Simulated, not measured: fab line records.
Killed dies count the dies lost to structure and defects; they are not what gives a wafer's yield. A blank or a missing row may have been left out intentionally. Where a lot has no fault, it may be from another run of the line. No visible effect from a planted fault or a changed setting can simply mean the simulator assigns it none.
Chamber matching -- flow n5-finfet -- 4 sister chambers for N5_HKMG_FIN_CMP_94 on cmp-04
The step polishes, stops on SiNx, t overpolish 4.7 s, target thk 43.299 nm. 8 wafers are shown with their chamber, then 8 later ones without.

WAFERS PAIRED WITH THEIR CHAMBERS
wafer,chamber,motor-current-A (A),head-pressure-psi (psi)
L088.3,2,10.7,4.006
L089.4,3,11.9,3.997
L089.5,1,13.3,4.002
L089.6,2,11.1,3.989
L090.1,0,12.1,3.994
L090.2,3,12.4,3.994
L090.3,1,13.2,3.990
L091.1,0,11.1,4.003

WAFERS WITH NO CHAMBER GIVEN
wafer,motor-current-A (A),head-pressure-psi (psi)
L091.3,12.6,3.998
L091.6,10.8,3.997
L093.1,13.3,4.005
L093.4,10.5,4.003
L093.6,12.3,3.995
L096.3,12.0,3.998
L096.4,12.5,3.998
L096.6,11.7,4.004

WHICH CHAMBER EACH ONE RAN IN
wafer,from the rows above,in truth
L091.3,can't be placed: 3 or 1 or 0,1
L091.6,can't be placed: 2 or 0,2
L093.1,can't be placed: 1 or 3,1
L093.4,can't be placed: 2 or 0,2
L093.6,can't be placed: 3 or 0 or 1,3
L096.3,can't be placed: 3 or 0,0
L096.4,can't be placed: 3 or 1 or 0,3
L096.6,can't be placed: 0 or 3 or 2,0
Correctly placed: 0 of 8. Can't be placed from these rows: 8 (the true chamber is among the candidates in 8). 0 placed wrongly.
How it was worked out, from the rows above alone: a wafer's distance from a chamber is the root of the sum, over the readings, of the square of ((its reading less the chamber's mean) divided by the reading's scatter). If the next closest chamber is less than 2 further off than the closest, the wafer can't be placed; otherwise it belongs to the closest. Each chamber's mean is taken over the wafers shown for it. The scatter: the root of (the sum of the squares of (reading less its chamber's mean) over the shown wafers, divided by (wafers less chambers)).
